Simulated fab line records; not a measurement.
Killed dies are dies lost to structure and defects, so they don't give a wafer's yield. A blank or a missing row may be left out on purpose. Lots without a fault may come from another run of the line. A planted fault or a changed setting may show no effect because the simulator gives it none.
fab line records	flow nandHarc
record lots=24	wafers=72	lastDay=24
route steps=1159 shown A_WL_FILL@832 A_CONTACT@855
lots that met no fault: taken from a fault-free run of the same line
startH: start of the lot's first displayed wafer, in hours after the record's first day	waitH: hours since the lot's step before	" identical to the entry in the row above	L1.1+2: a single row standing in for several wafers	- either no value or no given start	* or withheld: withheld	< > ~ a bound
route shown NAME@n: NAME is a module with steps in the file, n the number in the route of the first one	usual: mean and standard deviation over wafers with no fault	same: alike in all rows	chamber/n: place in a boat	sites: readings site by site	_std_site: the values' standard deviation	_edge_site: outer sites' mean less inner sites'	radiusMm: how far each site lies from the wafer's centre	mask NAME#n: copy n	behind: tool/chamber where the wafer was last shaped	hold: what put the lot on hold/how long, in hours/how the hold closed	device: the transistor (n, p or np) that didn't switch	end of line: at the end of the route, the tests of the same wafers	step lacking rows: just its recipe	killed: not the wafer's yield, but the dies lost to structure and defects at the first sort	map: the dies of a wafer, with x for killed, . for not killed, _ for no die there
set.NAME: the setting that was run; set.NAME@STEP: the one run at that earlier step	model.NAME: the simulator's own value behind a step, which no gauge read
a sample of lots followed through the steps of the route, with each step as a table and each wafer as a row
services: when a tool's chamber went out of use (startH, in hours from the record's first day, below 0 if earlier), for how many hours, and the reason
## steps
# step NHARC_A_WL_FILL_ALD_19
# recipe targetThkA=20	pulseTimeS=3	aldCycles=100	tempC=450	material=TiN
# usual heaterPowerW=1077/110	precursorPulseHeightRel=0.998/0.019
lot.wafer	tool	chamber	startH	waitH	heaterPowerW	precursorPulseHeightRel
L075.4	aldMetal-02	0	358.58	0.1	1176	0.978
L075.3	"	1	"	"	1078	0.997
L075.5	"	0	"	"	1175	0.997
L076.2	aldMetal-01	0	358.64	0.2	889	1.037
L076.5	"	2	"	"	1011	0.999
L076.6	"	3	"	"	1193	1.005
L074.2	aldMetal-03	1	363.39	0.1	1109	0.988
L074.3	"	3	"	"	860	1.006
L074.6	"	0	"	"	1093	0.982
L079.3	aldMetal-01	1	374.01	0.1	1008	0.995
L079.2	"	2	"	"	1050	1.010
L079.6	"	1	"	"	1017	0.997
L078.3	aldMetal-03	1	374.03	0.1	1095	0.997
L078.4	"	3	"	"	865	0.986
L078.5	"	0	"	"	1076	1.004
L080.1	aldMetal-02	0	374.08	0.1	1106	1.029
L080.5	"	2	"	"	1233	0.987
L080.6	"	3	"	"	1090	0.998
L077.3	aldMetal-01	3	379.65	0.1	1170	0.993
L077.5	"	1	"	"	1015	1.002
L077.6	"	2	"	"	1041	0.991
L081.2	aldMetal-02	2	392.91	0.1	1210	0.964
L081.1	"	3	"	"	1108	0.975
L081.6	"	3	"	"	1095	1.019
L082.2	aldMetal-03	3	409.29	0.1	859	0.975
L082.4	"	0	"	"	1069	0.993
L082.6	"	3	"	"	871	1.016
L083.2	aldMetal-01	1	409.32	0.1	1003	1.010
L083.3	"	0	"	"	912	1.001
L083.4	"	2	"	"	1017	0.969
L084.1	aldMetal-01	3	418.54	0.1	1170	1.023
L084.6	"	2	"	"	1029	0.965
L084.5	"	3	"	"	1196	0.982
L086.3	aldMetal-02	2	433.75	0.1	1221	0.989
L086.2	"	0	"	"	1145	0.997
L086.5	"	3	"	"	1063	1.004
L085.1	aldMetal-01	2	433.81	0.2	1042	0.988
L085.6	"	3	"	"	1163	0.996
L085.5	"	0	"	"	917	1.002
L087.3	aldMetal-03	3	436.69	0.1	887	1.020
L087.2	"	0	"	"	1108	0.987
L087.5	"	2	"	"	1297	0.991
L090.3	aldMetal-02	2	449.29	0.1	1204	1.032
L090.1	"	3	"	"	1082	1.042
L090.5	"	3	"	"	1090	0.974
L091.1	aldMetal-01	2	449.31	0.1	1051	0.994
L091.5	"	1	"	"	1007	1.009
L091.6	"	2	"	"	1008	0.983
L088.4	aldMetal-03	3	452.29	0.1	861	1.023
L088.2	"	2	"	"	1290	1.004
L088.5	"	3	"	"	841	0.992
L089.3	aldMetal-02	0	452.33	0.1	1125	1.014
L089.2	"	1	"	"	1029	1.031
L089.5	"	2	"	"	1191	0.996
L093.2	aldMetal-01	3	452.36	0.1	1199	0.961
L093.3	"	0	"	"	933	0.995
L093.6	"	2	"	"	1025	0.997
L092.4	aldMetal-02	2	455.30	0.1	1195	1.006
L092.1	"	1	"	"	1049	0.998
L092.6	"	3	"	"	1089	0.978
L094.3	aldMetal-03	2	465.62	0.1	1298	0.990
L094.1	"	1	"	"	1098	1.037
L094.5	"	3	"	"	893	0.993
L096.3	aldMetal-02	1	465.63	0.1	1020	1.018
L096.1	"	2	"	"	1189	0.988
L096.2	"	0	"	"	1128	1.006
L095.3	aldMetal-03	0	468.41	0.2	1109	0.986
L095.5	"	1	"	"	1104	0.995
L095.6	"	3	"	"	857	0.985
L097.2	aldMetal-03	3	498.70	0.1	873	1.025
L097.3	"	0	"	"	1066	1.004
L097.5	"	3	"	"	867	0.957
# step NHARC_A_CONTACT_OVL_MEAS_43
# usual overlayXNm=0.1/0.93	overlayYNm=0.0/0.9
lot.wafer	tool	chamber	startH	waitH	overlayXNm	overlayYNm
L075.3	overlay-01	-	370.52	-	0.2	1.7
L075.4	"	-	"	"	-0.1	1.9
L075.5	"	-	"	"	0.0	1.6
L076.2	overlay-01	-	371.20	-	0.2	-1.6
L076.5	"	-	"	"	0.7	-1.0
L076.6	"	-	"	"	0.7	-1.3
L074.2	overlay-01	-	374.69	-	-1.2	0.6
L074.3	"	-	"	"	-1.3	0.3
L074.6	"	-	"	"	-0.9	0.5
L079.2	overlay-02	-	383.42	-	0.7	0.2
L079.3	"	-	"	"	0.6	0.0
L079.6	"	-	"	"	0.5	0.3
L078.3	overlay-02	-	386.01	-	-0.3	1.2
L078.4	"	-	"	"	-0.4	1.5
L078.5	"	-	"	"	0.2	1.3
L080.1	overlay-02	-	388.48	-	-0.4	1.1
L080.5	"	-	"	"	0.3	1.7
L080.6	"	-	"	"	0.2	1.6
L077.3	overlay-01	-	395.80	-	1.1	-1.0
L077.5	"	-	"	"	1.9	-0.7
L077.6	"	-	"	"	0.7	-1.5
L081.1	overlay-02	-	406.38	-	-2.9	-0.6
L081.2	"	-	"	"	-2.0	0.0
L081.6	"	-	"	"	-2.4	-0.2
L083.2	overlay-02	-	418.72	-	-0.6	0.0
L083.3	"	-	"	"	-0.5	0.3
L083.4	"	-	"	"	-0.4	0.0
L082.2	overlay-01	-	418.88	-	1.1	0.3
L082.4	"	-	"	"	0.4	-0.3
L082.6	"	-	"	"	0.9	0.1
L084.1	overlay-01	-	428.02	-	0.1	-1.9
L084.5	"	-	"	"	1.0	-2.0
L084.6	"	-	"	"	0.5	-1.9
L086.2	overlay-01	-	445.87	-	-1.2	-1.0
L086.3	"	-	"	"	-1.1	-1.1
L086.5	"	-	"	"	-1.3	-1.5
L085.1	overlay-02	-	446.75	-	0.8	0.1
L085.5	"	-	"	"	0.9	-0.8
L085.6	"	-	"	"	0.3	0.0
L087.2	overlay-02	-	451.74	-	-1.0	-0.4
L087.3	"	-	"	"	-1.5	-0.5
L087.5	"	-	"	"	-0.9	0.0
L091.1	overlay-02	-	459.18	-	0.7	0.6
L091.5	"	-	"	"	0.4	0.3
L091.6	"	-	"	"	0.5	0.4
L090.1	overlay-02	-	461.43	-	0.9	-1.2
L090.3	"	-	"	"	0.2	-1.3
L090.5	"	-	"	"	0.6	-1.1
L089.2	overlay-02	-	465.01	-	-1.1	1.3
L089.3	"	-	"	"	-1.1	1.2
L089.5	"	-	"	"	-1.3	0.7
L088.2	overlay-02	-	467.29	-	1.3	-0.3
L088.4	"	-	"	"	0.9	0.0
L088.5	"	-	"	"	0.4	0.0
L093.2	overlay-01	-	470.01	-	1.0	0.6
L093.3	"	-	"	"	1.1	1.1
L093.6	"	-	"	"	0.1	1.2
L092.1	overlay-01	-	473.44	-	0.8	0.3
L092.4	"	-	"	"	1.0	0.3
L092.6	"	-	"	"	0.9	-0.2
L094.1	overlay-02	-	476.27	-	0.3	-0.7
L094.3	"	-	"	"	0.2	-0.7
L094.5	"	-	"	"	0.0	-0.4
L096.1	overlay-02	-	476.43	-	0.9	0.2
L096.2	"	-	"	"	1.1	0.6
L096.3	"	-	"	"	0.4	0.2
L095.3	overlay-02	-	483.23	-	-0.5	-0.6
L095.5	"	-	"	"	-0.4	-0.8
L095.6	"	-	"	"	-0.6	-0.8
L097.2	overlay-02	-	509.73	-	0.4	-0.5
L097.3	"	-	"	"	0.5	0.1
L097.5	"	-	"	"	0.6	-0.2
# step NHARC_A_CONTACT_DEP_58
# recipe targetThkA=600	targetThkNm=60	tempC=400	pressureTorr=3.5	flowSccm=200	rfW=350	material=SiON
# usual heaterPowerW=753/64
lot.wafer	tool	chamber	startH	waitH	heaterPowerW
L075.3	pecvd-02	1	376.77	0.9	862
L075.4	"	2	"	"	840
L075.5	"	1	"	"	861
L076.2	pecvd-01	2	377.42	1.2	637
L076.6	"	2	"	"	644
L076.5	"	0	"	"	767
L074.3	pecvd-01	1	382.22	0.9	793
L074.2	"	2	"	"	672
L074.6	"	0	"	"	774
L079.2	pecvd-04	1	390.40	1.2	683
L079.3	"	0	"	"	668
L079.6	"	1	"	"	688
L078.3	pecvd-04	1	392.07	0.9	682
L078.5	"	1	"	"	700
L078.4	"	0	"	"	712
L080.1	pecvd-02	2	395.76	1.5	776
L080.6	"	1	"	"	779
L080.5	"	2	"	"	798
L077.3	pecvd-02	0	403.35	0.9	624
L077.6	"	0	"	"	629
L077.5	"	2	"	"	844
L081.1	pecvd-02	2	413.03	1.5	699
L081.2	"	0	"	"	667
L081.6	"	2	"	"	700
L082.2	pecvd-02	0	425.21	1.4	640
L082.4	"	2	"	"	816
L082.6	"	0	"	"	642
L083.3	pecvd-02	1	425.43	0.9	862
L083.2	"	2	"	"	827
L083.4	"	0	"	"	637
L084.1	pecvd-02	2	435.11	1.5	781
L084.6	"	2	"	"	834
L084.5	"	0	"	"	604
L086.3	pecvd-02	2	452.64	0.9	766
L086.2	"	0	"	"	641
L086.5	"	2	"	"	817
L085.1	pecvd-01	0	453.00	1.5	737
L085.5	"	0	"	"	744
L085.6	"	1	"	"	833
L087.2	pecvd-04	1	458.05	1.2	787
L087.3	"	2	"	"	800
L087.5	"	1	"	"	757
L091.1	pecvd-04	1	468.02	1.5	716
L091.6	"	1	"	"	711
L091.5	"	0	"	"	757
L090.3	pecvd-04	1	471.07	0.9	693
L090.1	"	2	"	"	775
L090.5	"	0	"	"	668
L089.2	pecvd-01	1	472.84	1.2	761
L089.3	"	2	"	"	682
L089.5	"	2	"	"	725
L088.2	pecvd-04	2	473.44	1.2	822
L088.4	"	2	"	"	811
L088.5	"	0	"	"	804
L093.3	pecvd-04	0	479.16	1.0	720
L093.2	"	1	"	"	781
L093.6	"	0	"	"	695
L092.1	pecvd-04	1	486.34	1.7	742
L092.4	"	2	"	"	782
L092.6	"	0	"	"	768
L094.3	pecvd-04	2	488.58	0.9	849
L094.1	"	0	"	"	710
L094.5	"	0	"	"	712
L096.3	pecvd-04	2	490.01	0.9	707
L096.2	"	0	"	"	789
L096.1	"	1	"	"	706
L095.3	pecvd-04	1	493.51	0.9	776
L095.6	"	1	"	"	767
L095.5	"	2	"	"	830
L097.2	pecvd-04	1	516.05	1.2	747
L097.3	"	2	"	"	775
L097.5	"	2	"	"	753
# step NHARC_A_CONTACT_ETCH_77
# recipe targetDepthA=726	timeS=36.3	cf4FlowSccm=100	chf3FlowSccm=30	arFlowSccm=0	rfW=500	biasW=200	chemistry=CF4/CHF3
# usual drypumpMotorCurrentA=5.7/0.41	oesProductAu=0.940/0.022	rfVppV=371.6/2.7	showerheadPlenumPTorr=1.60/0.073	throttleValvePct=16.803/0.0083
lot.wafer	tool	chamber	startH	waitH	drypumpMotorCurrentA	oesProductAu	rfHoursCounterH	rfVppV	showerheadPlenumPTorr	throttleValvePct
L075.4	rieDiel-11	0	-	-	5.6	0.963	0	373.8	1.65	16.795
L075.3	"	1	"	"	5.5	0.975	0	373.6	1.67	16.804
L075.5	"	3	"	"	5.8	0.949	-	371.8	1.59	16.802
L076.2	rieDiel-11	3	-	-	5.8	0.963	1	372.9	1.59	16.803
L076.6	"	3	"	"	5.8	0.959	-	371.0	1.59	16.822
L076.5	"	0	"	"	5.6	0.975	-	372.3	1.65	16.815
L074.3	rieDiel-11	3	-	-	5.8	0.927	2	372.5	1.59	16.801
L074.2	"	0	"	"	5.6	0.926	2	373.5	1.65	16.812
L074.6	"	1	"	"	5.6	0.928	-	373.6	1.67	16.805
L079.2	rieDiel-11	1	-	-	5.6	0.930	6	373.8	1.66	16.795
L079.3	"	3	"	"	5.8	0.919	5	370.5	1.59	16.794
L079.6	"	1	"	"	5.6	0.918	-	372.9	1.66	16.808
L078.3	rieDiel-01	3	-	-	6.2	0.967	31	371.6	1.63	16.804
L078.4	"	2	"	"	6.6	0.979	30	369.8	1.56	16.810
L078.5	"	3	"	"	6.2	0.962	-	373.4	1.63	16.806
L080.1	rieDiel-12	2	-	-	4.8	0.939	3	373.1	1.70	16.791
L080.6	"	3	"	"	5.4	0.965	-	373.0	1.68	16.810
L080.5	"	0	"	"	5.5	0.962	-	374.4	1.68	16.811
L077.3	rieDiel-11	3	-	-	5.8	0.928	8	371.7	1.59	16.792
L077.5	"	3	"	"	5.7	0.928	-	372.4	1.59	16.804
L077.6	"	0	"	"	5.6	0.930	-	374.3	1.65	16.801
L081.1	rieDiel-12	0	-	-	5.5	0.921	9	374.1	1.68	16.790
L081.2	"	1	"	"	5.2	0.923	9	372.1	1.64	16.799
L081.6	"	1	"	"	5.2	0.930	-	372.7	1.64	16.807
L082.4	rieDiel-11	3	-	-	5.8	0.919	12	371.5	1.59	16.806
L082.2	"	2	"	"	5.8	0.932	11	366.7	1.49	16.812
L082.6	"	0	"	"	5.6	0.934	-	372.4	1.65	16.804
L083.2	rieDiel-01	3	-	-	6.2	0.925	43	372.8	1.63	16.813
L083.4	"	0	"	"	6.4	0.920	43	367.2	1.46	16.812
L083.3	"	2	"	"	6.7	0.931	41	369.3	1.56	16.796
L084.1	rieDiel-12	1	-	-	5.2	0.955	17	373.3	1.63	16.779
L084.6	"	2	"	"	4.8	0.972	-	375.9	1.70	16.806
L084.5	"	3	"	"	5.4	0.960	-	374.4	1.68	16.808
L086.2	rieDiel-11	1	-	-	5.6	0.928	16	372.7	1.66	16.803
L086.3	"	2	"	"	5.8	0.928	16	368.1	1.48	16.807
L086.5	"	2	"	"	5.8	0.930	-	367.6	1.48	16.802
L085.1	rieDiel-01	2	-	-	6.6	0.927	50	370.5	1.56	16.816
L085.6	"	2	"	"	6.6	0.922	-	370.8	1.56	16.799
L085.5	"	3	"	"	6.3	0.924	-	373.0	1.63	16.796
L087.3	rieDiel-11	1	-	-	5.5	0.925	17	374.4	1.66	16.795
L087.2	"	2	"	"	5.7	0.929	17	366.4	1.48	16.815
L087.5	"	1	"	"	5.6	0.933	-	373.9	1.66	16.810
L091.1	rieDiel-01	1	-	-	5.6	0.930	54	369.9	1.58	16.815
L091.5	"	3	"	"	6.3	0.920	-	371.6	1.63	16.803
L091.6	"	0	"	"	6.3	0.920	-	365.6	1.45	16.810
L090.1	rieDiel-11	1	-	-	5.6	0.968	19	374.3	1.66	16.800
L090.3	"	2	"	"	5.8	0.965	20	367.1	1.48	16.820
L090.5	"	1	"	"	5.5	0.972	-	374.9	1.66	16.786
L089.3	rieDiel-01	1	-	-	5.7	0.923	57	370.3	1.58	16.790
L089.2	"	2	"	"	6.7	0.924	57	371.4	1.55	16.797
L089.5	"	1	"	"	5.7	0.936	-	370.2	1.58	16.824
L088.2	rieDiel-01	2	-	-	6.6	0.925	58	370.3	1.55	16.818
L088.5	"	2	"	"	6.6	0.922	-	371.0	1.56	16.808
L088.4	"	3	"	"	6.2	0.909	-	372.7	1.63	16.808
L093.2	rieDiel-12	1	-	-	5.2	0.936	35	372.6	1.63	16.799
L093.3	"	3	"	"	5.3	0.934	30	374.5	1.68	16.800
L093.6	"	0	"	"	5.5	0.926	-	374.2	1.67	16.795
L092.4	rieDiel-01	3	-	-	6.2	0.961	65	372.3	1.63	16.794
L092.1	"	1	"	"	5.7	0.996	63	370.5	1.57	16.798
L092.6	"	0	"	"	6.3	0.918	-	374.1	1.70	16.806
L094.1	rieDiel-11	3	-	-	5.8	0.922	23	371.4	1.59	16.807
L094.3	"	2	"	"	5.8	0.921	22	367.9	1.48	16.798
L094.5	"	0	"	"	5.6	0.921	-	373.9	1.65	16.802
L096.2	rieDiel-11	1	-	-	5.5	0.929	21	374.2	1.66	16.792
L096.3	"	2	"	"	5.8	0.918	23	366.7	1.48	16.805
L096.1	"	0	"	"	5.6	0.923	22	373.6	1.65	16.811
L095.3	rieDiel-12	0	-	-	5.5	0.964	39	374.5	1.67	16.792
L095.6	"	0	"	"	5.6	0.955	-	372.6	1.67	16.799
L095.5	"	2	"	"	4.8	0.961	-	373.6	1.69	16.803
L097.3	rieDiel-11	1	-	-	5.6	0.966	27	374.6	1.66	16.810
L097.2	"	3	"	"	5.8	0.969	29	371.0	1.58	16.797
L097.5	"	2	"	"	5.8	0.981	-	367.5	1.48	16.790
# step NHARC_A_CONTACT_ETCH_30
# recipe targetDepthA=605	timeS=30.2	cf4FlowSccm=100	chf3FlowSccm=30	arFlowSccm=0	rfW=500	biasW=200	chemistry=CF4/CHF3
# usual drypumpMotorCurrentA=5.8/0.41	oesProductAu=0.941/0.023	rfVppV=371.6/2.5	showerheadPlenumPTorr=1.60/0.07	throttleValvePct=16.804/0.01
lot.wafer	tool	chamber	startH	waitH	drypumpMotorCurrentA	oesProductAu	rfHoursCounterH	rfVppV	showerheadPlenumPTorr	throttleValvePct
L075.3	rieDiel-01	0	-	-	6.4	0.928	28	366.3	1.46	16.795
L075.4	"	1	"	"	5.6	0.953	28	370.3	1.58	16.810
L075.5	"	3	"	"	6.3	0.937	-	372.5	1.64	16.798
L076.2	rieDiel-11	2	-	-	5.8	0.985	3	368.5	1.49	16.814
L076.6	"	2	"	"	5.8	0.989	-	367.3	1.49	16.796
L076.5	"	3	"	"	5.8	0.959	-	370.2	1.59	16.803
L074.3	rieDiel-11	1	-	-	5.5	0.978	5	373.8	1.66	16.799
L074.2	"	0	"	"	5.6	0.967	5	374.3	1.65	16.815
L074.6	"	2	"	"	5.8	0.986	-	366.9	1.49	16.790
L079.2	rieDiel-11	0	-	-	5.6	0.927	7	374.0	1.65	16.812
L079.3	"	3	"	"	5.8	0.926	7	371.8	1.59	16.815
L079.6	"	0	"	"	5.6	0.937	-	373.5	1.65	16.808
L078.3	rieDiel-11	1	-	-	5.6	0.928	8	372.7	1.66	16.791
L078.4	"	2	"	"	5.8	0.938	8	367.5	1.49	16.787
L078.5	"	0	"	"	5.6	0.934	-	373.2	1.65	16.807
L080.1	rieDiel-11	0	-	-	5.6	0.917	9	374.3	1.65	16.802
L080.6	"	3	"	"	5.8	0.923	-	373.0	1.59	16.799
L080.5	"	0	"	"	5.6	0.923	-	373.2	1.65	16.803
L077.3	rieDiel-11	2	-	-	5.8	0.929	9	367.4	1.49	16.803
L077.6	"	1	"	"	5.5	0.926	-	372.8	1.66	16.791
L077.5	"	2	"	"	5.8	0.915	-	367.2	1.49	16.785
L081.2	rieDiel-11	3	-	-	5.8	0.979	11	371.2	1.59	16.803
L081.1	"	0	"	"	5.6	0.980	12	371.4	1.65	16.799
L081.6	"	3	"	"	5.8	0.978	-	370.4	1.59	16.785
L082.4	rieDiel-11	3	-	-	5.8	0.915	14	368.9	1.59	16.802
L082.2	"	0	"	"	5.6	0.919	14	371.5	1.65	16.802
L082.6	"	0	"	"	5.6	0.920	-	374.5	1.65	16.806
L083.3	rieDiel-01	3	-	-	6.2	0.922	46	371.9	1.63	16.796
L083.2	"	0	"	"	6.3	0.917	45	365.6	1.45	16.798
L083.4	"	1	"	"	5.7	0.935	43	371.3	1.58	16.823
L084.1	rieDiel-01	0	-	-	6.3	0.954	47	367.7	1.45	16.816
L084.6	"	3	"	"	6.3	0.979	-	372.8	1.63	16.810
L084.5	"	0	"	"	6.3	0.963	-	367.0	1.45	16.810
L085.1	rieDiel-12	2	-	-	4.8	0.963	22	374.8	1.69	16.811
L085.6	"	1	"	"	5.2	0.982	-	371.6	1.63	16.804
L085.5	"	2	"	"	4.8	0.951	-	375.2	1.69	16.818
L086.2	rieDiel-11	1	-	-	5.6	0.922	17	373.5	1.66	16.803
L086.3	"	2	"	"	5.8	0.922	18	369.3	1.48	16.804
L086.5	"	0	"	"	5.6	0.922	-	372.6	1.65	16.795
L087.3	rieDiel-01	0	-	-	6.3	0.927	56	365.5	1.45	16.803
L087.2	"	1	"	"	5.7	0.926	53	369.2	1.58	16.804
L087.5	"	0	"	"	6.3	0.928	-	366.9	1.45	16.790
L091.1	rieDiel-01	2	-	-	6.6	0.926	61	369.2	1.55	16.798
L091.6	"	2	"	"	6.6	0.931	-	367.7	1.55	16.808
L091.5	"	1	"	"	5.7	0.932	-	369.3	1.58	16.794
L090.1	rieDiel-01	2	-	-	6.6	0.921	61	370.9	1.55	16.812
L090.3	"	1	"	"	5.6	0.936	61	370.6	1.58	16.797
L090.5	"	2	"	"	6.7	0.929	-	369.8	1.55	16.796
L089.3	rieDiel-12	0	-	-	5.6	0.977	36	373.7	1.67	16.821
L089.2	"	2	"	"	4.9	0.971	31	375.4	1.69	16.797
L089.5	"	0	"	"	5.5	0.968	-	374.7	1.67	16.789
L088.2	rieDiel-12	3	-	-	5.4	0.929	32	373.3	1.68	16.792
L088.4	"	2	"	"	4.8	0.929	-	373.6	1.69	16.804
L088.5	"	3	"	"	5.4	0.919	-	375.3	1.67	16.794
L093.2	rieDiel-01	3	-	-	6.3	0.956	66	373.2	1.63	16.793
L093.3	"	1	"	"	5.7	0.977	63	370.2	1.58	16.795
L093.6	"	2	"	"	6.6	0.972	-	371.6	1.55	16.815
L092.4	rieDiel-11	2	-	-	5.8	0.955	24	367.1	1.48	16.820
L092.1	"	3	"	"	5.8	0.969	25	371.2	1.58	16.793
L092.6	"	0	"	"	5.6	0.969	-	373.8	1.65	16.830
L094.1	rieDiel-11	0	-	-	5.6	0.923	24	373.0	1.65	16.788
L094.3	"	1	"	"	5.5	0.927	23	374.1	1.66	16.798
L094.5	"	0	"	"	5.6	0.925	-	374.2	1.65	16.792
L096.1	rieDiel-11	0	-	-	5.6	0.937	25	371.4	1.65	16.810
L096.2	"	1	"	"	5.6	0.936	23	373.9	1.66	16.808
L096.3	"	2	"	"	5.8	0.930	25	368.4	1.48	16.800
L095.3	rieDiel-12	3	-	-	5.3	0.925	39	373.2	1.67	16.792
L095.5	"	3	"	"	5.3	0.924	-	373.6	1.67	16.801
L095.6	"	2	"	"	4.8	0.922	-	374.4	1.69	16.817
L097.2	rieDiel-11	0	-	-	5.6	0.921	28	372.2	1.65	16.802
L097.3	"	3	"	"	5.8	0.922	31	371.2	1.58	16.794
L097.5	"	0	"	"	5.6	0.923	-	371.2	1.65	16.799
# step NHARC_A_CONTACT_ETCH_92
# recipe targetDepthA=400	overEtchFrac=0.5	timeS=85.7	ionEnergyEv=120	ch3fFlowSccm=50	o2FlowSccm=30	arFlowSccm=200	rfW=500	biasW=100	chemistry=CH3F/O2
# usual drypumpMotorCurrentA=5.7/0.42	oesProductAu=0.933/0.021	rfVppV=245.0/1.8	showerheadPlenumPTorr=2.51/0.12	throttleValvePct=20.661/0.0096
lot.wafer	tool	chamber	startH	waitH	drypumpMotorCurrentA	oesProductAu	rfHoursCounterH	rfVppV	showerheadPlenumPTorr	throttleValvePct
L075.3	rieDiel-01	0	387.09	0.4	6.3	0.922	29	242.7	2.27	20.662
L075.4	"	1	"	"	5.7	0.928	29	245.1	2.47	20.647
L075.5	"	0	"	"	6.3	0.918	-	242.1	2.27	20.660
L076.2	rieDiel-11	1	387.12	0.4	5.6	0.920	4	247.3	2.60	20.664
L076.6	"	1	"	"	5.5	0.933	-	245.4	2.60	20.661
L076.5	"	2	"	"	5.8	0.929	-	242.8	2.32	20.671
L074.3	rieDiel-01	3	392.10	0.3	6.3	0.924	30	244.6	2.56	20.657
L074.2	"	0	"	"	6.3	0.918	31	241.5	2.27	20.663
L074.6	"	1	"	"	5.7	0.933	-	244.4	2.47	20.659
L079.2	rieDiel-11	2	400.21	0.5	5.8	0.936	7	243.9	2.32	20.640
L079.3	"	0	"	"	5.6	0.927	8	245.6	2.58	20.661
L079.6	"	1	"	"	5.5	0.916	-	247.5	2.60	20.644
L078.3	rieDiel-11	1	403.78	0.3	5.6	0.934	8	245.8	2.60	20.671
L078.4	"	2	"	"	5.8	0.926	8	242.2	2.32	20.652
L078.5	"	0	"	"	5.6	0.933	-	245.6	2.58	20.653
L080.1	rieDiel-01	2	407.39	0.3	6.6	0.934	37	246.1	2.44	20.648
L080.5	"	1	"	"	5.7	0.939	-	245.0	2.47	20.670
L080.6	"	2	"	"	6.6	0.922	-	244.7	2.44	20.656
L077.3	rieDiel-11	0	413.72	0.3	5.6	0.926	10	245.4	2.58	20.660
L077.5	"	2	"	"	5.8	0.927	-	243.7	2.32	20.649
L077.6	"	3	"	"	5.8	0.920	-	245.4	2.48	20.670
L081.2	rieDiel-12	2	422.58	0.4	4.8	0.917	10	246.5	2.66	20.659
L081.1	"	1	"	"	5.2	0.931	13	245.7	2.56	20.677
L081.6	"	3	"	"	5.4	0.931	-	246.6	2.63	20.649
L082.4	rieDiel-11	3	435.23	0.3	5.8	0.933	14	242.9	2.48	20.656
L082.2	"	0	"	"	5.6	0.918	14	246.2	2.58	20.682
L082.6	"	3	"	"	5.8	0.921	-	244.5	2.48	20.674
L083.4	rieDiel-01	3	435.69	0.3	6.2	0.926	46	245.7	2.55	20.661
L083.2	"	1	"	"	5.6	0.915	44	246.2	2.47	20.661
L083.3	"	2	"	"	6.6	0.923	44	242.7	2.43	20.649
L084.1	rieDiel-11	0	444.67	0.4	5.6	0.925	14	245.6	2.58	20.647
L084.6	"	2	"	"	5.8	0.929	-	242.0	2.32	20.662
L084.5	"	3	"	"	5.8	0.922	-	245.2	2.48	20.671
L085.1	rieDiel-12	1	463.07	0.5	5.2	0.920	26	245.8	2.55	20.662
L085.6	"	2	"	"	4.8	0.927	-	247.2	2.65	20.653
L085.5	"	3	"	"	5.4	0.923	-	246.8	2.62	20.671
L086.3	rieDiel-11	3	463.11	0.3	5.7	0.927	19	245.2	2.48	20.671
L086.2	"	0	"	"	5.6	0.932	18	245.9	2.58	20.661
L086.5	"	2	"	"	5.8	0.919	-	241.7	2.32	20.661
L087.3	rieDiel-11	3	469.61	0.3	5.8	0.919	20	245.8	2.48	20.666
L087.2	"	1	"	"	5.6	0.923	19	246.6	2.60	20.670
L087.5	"	2	"	"	5.8	0.931	-	240.8	2.32	20.664
L091.1	rieDiel-11	2	482.16	0.4	5.8	0.924	22	241.9	2.31	20.652
L091.6	"	1	"	"	5.6	0.921	-	246.0	2.60	20.663
L091.5	"	2	"	"	5.8	0.941	-	242.7	2.31	20.662
L090.1	rieDiel-12	2	483.97	0.4	4.8	1.004	31	246.4	2.65	20.668
L090.3	"	3	"	"	5.3	0.998	31	246.5	2.62	20.676
L090.5	"	0	"	"	5.5	1.005	-	246.0	2.62	20.667
L089.3	rieDiel-01	2	486.15	0.3	6.7	0.928	62	243.6	2.43	20.664
L089.2	"	3	"	"	6.3	0.919	65	245.8	2.54	20.668
L089.5	"	0	"	"	6.3	0.920	-	246.9	2.66	20.656
L088.2	rieDiel-12	2	490.59	0.4	4.8	0.931	33	247.0	2.65	20.656
L088.4	"	3	"	"	5.4	0.940	-	245.6	2.62	20.652
L088.5	"	0	"	"	5.5	0.915	-	245.8	2.62	20.662
L093.3	rieDiel-11	0	492.84	0.3	5.6	0.932	23	246.0	2.58	20.682
L093.2	"	3	"	"	5.8	0.931	25	243.3	2.48	20.653
L093.6	"	0	"	"	5.6	0.932	-	245.1	2.58	20.676
L092.1	rieDiel-11	0	498.30	0.9	5.6	0.924	24	245.2	2.58	20.670
L092.4	"	1	"	"	5.6	0.928	23	244.8	2.60	20.668
L092.6	"	0	"	"	5.6	0.935	-	245.5	2.58	20.643
L094.3	rieDiel-12	0	499.64	0.6	5.6	0.922	43	246.3	2.61	20.658
L094.1	"	3	"	"	5.4	0.929	38	246.8	2.62	20.666
L094.5	"	3	"	"	5.3	0.929	-	245.6	2.62	20.655
L096.2	rieDiel-12	2	500.78	0.4	4.8	0.926	39	246.1	2.64	20.678
L096.1	"	3	"	"	5.3	0.924	39	247.4	2.62	20.653
L096.3	"	0	"	"	5.5	0.925	44	246.2	2.61	20.656
L095.3	rieDiel-01	1	504.82	0.3	5.7	0.998	0	246.0	2.46	20.667
L095.5	"	3	"	"	6.3	1.008	-	245.2	2.54	20.656
L095.6	"	2	"	"	6.6	0.999	-	244.4	2.43	20.670
L097.3	rieDiel-11	1	526.40	0.2	5.6	0.917	30	245.6	2.59	20.653
L097.2	"	3	"	"	5.8	0.921	32	244.8	2.47	20.649
L097.5	"	2	"	"	5.8	0.931	-	242.2	2.31	20.664
## services
tool	chamber	startH	hours	kind
aldMetal-01	1	337.58	19.1	repair
pecvd-04	0	337.85	2.9	repair
pecvd-04	1	354.45	11.4	repair
pecvd-04	-	358.27	0.8	repair
aldMetal-02	-	364.00	10.0	pm
rieDiel-11	-	366.53	9.0	pm
rieDiel-01	-	370.63	0.4	repair
pecvd-04	-	376.32	13.0	pm
rieDiel-12	-	379.62	9.0	pm
aldMetal-03	0	389.25	2.4	repair
pecvd-04	2	396.96	4.9	repair
aldMetal-02	2	401.70	26.7	repair
pecvd-04	-	422.61	2.7	repair
pecvd-04	-	429.73	3.8	repair
rieDiel-01	-	437.94	0.2	repair
rieDiel-11	0	441.10	3.3	repair
pecvd-02	2	443.88	5.0	repair
rieDiel-11	1	454.41	2.5	repair
aldMetal-01	-	458.00	10.0	pm
aldMetal-03	2	466.64	7.7	repair
rieDiel-01	0	490.11	22.5	repair
rieDiel-01	-	491.99	9.0	pm
rieDiel-11	0	500.70	10.5	repair
rieDiel-12	0	517.68	12.1	repair
## key
fault none
